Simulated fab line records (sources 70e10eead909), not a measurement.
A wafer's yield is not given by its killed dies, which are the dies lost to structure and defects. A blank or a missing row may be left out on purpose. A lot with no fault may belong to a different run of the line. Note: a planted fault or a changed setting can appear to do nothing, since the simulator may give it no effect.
What tool caused it? ; flow nand harc ; 45 wafers from 15 lots sampled at 4 of the route's 1302 steps

WHAT THE GAUGES SHOWED, per wafer
NHARC_P_STI_CD_MEAS_09: the cd target is 200 nm.
lot;measured;on;cd nm (nm)
L631;day 2 23:53;cd sem-03;204.9 201.4 200.5
L632;day 3 09:13;cd sem-03;198.3 199.2 199.2
L633;day 3 16:31;cd sem-03;197.1 197.2 197.3
L634;day 4 00:52;cd sem-01;198.9 199.4 199.1
L636;day 4 20:07;cd sem-01;196.3 199.5 199.7
L637;day 5 09:14;cd sem-03;197.9 197.8 198.2
L638;day 5 18:28;cd sem-01;199.3 198.7 199.3
L639;day 6 02:30;cd sem-01;200.1 199.3 199.7
L640;day 6 15:29;cd sem-01;198.2 196.1 198.2
L641;day 7 00:20;cd sem-02;198.5 201.1 199.2
L642;day 7 08:44;cd sem-03;197.2 201.0 200.3
L648;day 9 22:35;cd sem-01;197.6 195.3 196.2
L649;day 10 12:20;cd sem-02;231.4 233.7 235.4
L650;day 10 22:54;cd sem-03;234.4 234.3 233.3
L651;day 11 03:02;cd sem-03;229.3 229.6 231.5

NHARC_P_STI_OCD_MEAS_17.
lot;measured;on;trench depth nm (nm);trench foot cd nm (nm)
L631;day 3 00:40;ocd-02;294 301 292;164.4 158.8 159.9
L632;day 3 10:00;ocd-02;302 297 298;156.8 157.7 157.7
L633;day 3 17:17;ocd-01;293 297 294;156.4 156.3 156.3
L634;day 4 01:38;ocd-02;299 305 304;157.9 157.2 157.0
L636;day 4 20:55;ocd-01;299 299 298;154.4 158.1 158.7
L637;day 5 10:01;ocd-01;295 292 296;157.1 157.2 156.6
L638;day 5 19:16;ocd-02;301 308 294;157.3 155.7 157.8
L639;day 6 03:17;ocd-01;297 295 296;159.0 157.4 158.1
L640;day 6 16:17;ocd-02;297 297 298;156.8 154.4 157.1
L641;day 7 01:07;ocd-02;295 301 307;157.2 159.4 156.1
L642;day 7 09:31;ocd-02;305 294 302;154.3 159.7 158.0
L648;day 9 23:22;ocd-01;293 296 296;156.3 154.4 155.2
L649;day 10 13:08;ocd-02;309 298 304;187.8 192.1 192.6
L650;day 10 23:41;ocd-01;298 309 302;192.4 191.0 191.1
L651;day 11 03:49;ocd-02;296 305 307;188.0 187.8 188.6

EACH LOT AND THE TOOL THAT RAN IT (in order: tool; ch and the chambers of the sampled wafers; start)
lot;NHARC_P_ZERO_WELL_RTA_42;NHARC_P_STI_PEB_07
L631;rtp anneal-01 ch 0, day 2 04:04;litho track-05 ch 0, day 2 23:47
L632;rtp anneal-01 ch 0, day 2 13:22;litho track-07 ch 0, day 3 09:08
L633;rtp anneal-02 ch 0, day 2 23:34;litho track-07 ch 0, day 3 16:25
L634;rtp anneal-02 ch 0, day 3 09:02;litho track-02 ch 0, day 4 00:46
L636;rtp anneal-02 ch 0, day 4 04:55;litho track-02 ch 0, day 4 20:02
L637;rtp anneal-01 ch 0, day 4 15:04;litho track-07 ch 0, day 5 09:08
L638;rtp anneal-01 ch 0, day 5 00:53;litho track-05 ch 0, day 5 18:22
L639;rtp anneal-02 ch 0, day 5 10:45;litho track-05 ch 0, day 6 02:25
L640;rtp anneal-02 ch 0, day 5 21:08;litho track-07 ch 0, day 6 15:24
L641;rtp anneal-02 ch 0, day 6 07:01;litho track-05 ch 0, day 7 00:14
L642;rtp anneal-02 ch 0, day 6 16:54;litho track-07 ch 0, day 7 08:38
L648;rtp anneal-01 ch 0, day 9 04:58;litho track-07 ch 0, day 9 22:30
L649;rtp anneal-02 ch 0, day 9 15:07;litho track-07 ch 0, day 10 12:15
L650;rtp anneal-02 ch 0, day 10 05:50;litho track-07 ch 0, day 10 22:49
L651;rtp anneal-02 ch 0, day 10 11:11;litho track-07 ch 0, day 11 02:57
- NHARC_P_ZERO_WELL_RTA_42: time 300 s.
- NHARC_P_STI_PEB_07: peb time 80 s.

AS READ BY THE TOOLS THEMSELVES (means over the sampled wafers that have a number; for cases with no such wafer, the mark the record gives instead)
NHARC_P_ZERO_WELL_RTA_42.
lot;tool;lamp power pct (%);lamp_zone_5_pct (%);wafer_temp_C_max
L631;rtp anneal-01;40;40;1105.7
L632;rtp anneal-01;40;40;1106.6
L633;rtp anneal-02;32;32;1106.2
L634;rtp anneal-02;32;32;1107.4
L636;rtp anneal-02;32;32;1107.6
L637;rtp anneal-01;40;40;1105.9
L638;rtp anneal-01;40;40;1106.3
L639;rtp anneal-02;32;32;1105.9
L640;rtp anneal-02;32;32;1107.0
L641;rtp anneal-02;32;32;1107.3
L642;rtp anneal-02;32;32;1107.7
L648;rtp anneal-01;40;40;1104.8
L649;rtp anneal-02;32;32;1106.2
L650;rtp anneal-02;32;32;1106.5
L651;rtp anneal-02;32;32;1107.5

NHARC_P_STI_PEB_07.
lot;tool;exhaust pa (Pa);heater power total W (W);plate temp C (C)
L631;litho track-05;46.9;189.7;128.15
L632;litho track-07;45.7;190.4;128.02
L633;litho track-07;44.4;190.1;127.95
L634;litho track-02;45.0;190.0;128.01
L636;litho track-02;44.8;189.8;128.10
L637;litho track-07;45.2;190.5;128.10
L638;litho track-05;43.7;190.6;128.08
L639;litho track-05;45.7;189.5;128.09
L640;litho track-07;46.0;189.7;128.06
L641;litho track-05;46.0;189.1;127.90
L642;litho track-07;45.5;189.5;127.94
L648;litho track-07;45.3;190.6;128.01
L649;litho track-07;45.3;199.0;133.15
L650;litho track-07;45.4;200.2;133.04
L651;litho track-07;45.9;200.4;133.02

THE ANSWER, worked out from the rows above alone
Rule: the lots themselves supply what counts as usual. Put in order of their means at a reading, lots are off if they are a third of the lots or fewer, leave a main group of 4 or more, and stand apart from it by a gap of 3 or more times the standard deviation of the main group's means; of several such gaps the widest counts. A main group whose means are all the same, to the digits that the tables above print for the reading, isn't used. A lot without any number at a reading at which 4 lots or more have one is off too. Where the step has rows for the other lots, those lots are counted as sound. Order of review: gauges by route order, followed by the tools' own readings, for which a lot's mean as printed above is used. At the first step where some lot is off, the reading lying furthest off is the one used; lots without a number count as furthest.
Off: L649, L650, L651 (NHARC_P_STI_CD_MEAS_09, cd nm). Mean 198.8 nm and standard deviation 1.4 in the main group.
A tool fits if, at a process step before that reading, it ran every lot that is off, and no sound lot after the first of them. The gauges at NHARC_P_STI_CD_MEAS_09 aren't tried: what is off there is off at NHARC_P_STI_OCD_MEAS_17 too, on other tools, and a gauge's error can't cause that. Can't be told from this: 2 tools fit, rtp anneal-02 at NHARC_P_ZERO_WELL_RTA_42, litho track-07 at NHARC_P_STI_PEB_07.

WHAT HAD BEEN PUT IN BY THE SIMULATOR
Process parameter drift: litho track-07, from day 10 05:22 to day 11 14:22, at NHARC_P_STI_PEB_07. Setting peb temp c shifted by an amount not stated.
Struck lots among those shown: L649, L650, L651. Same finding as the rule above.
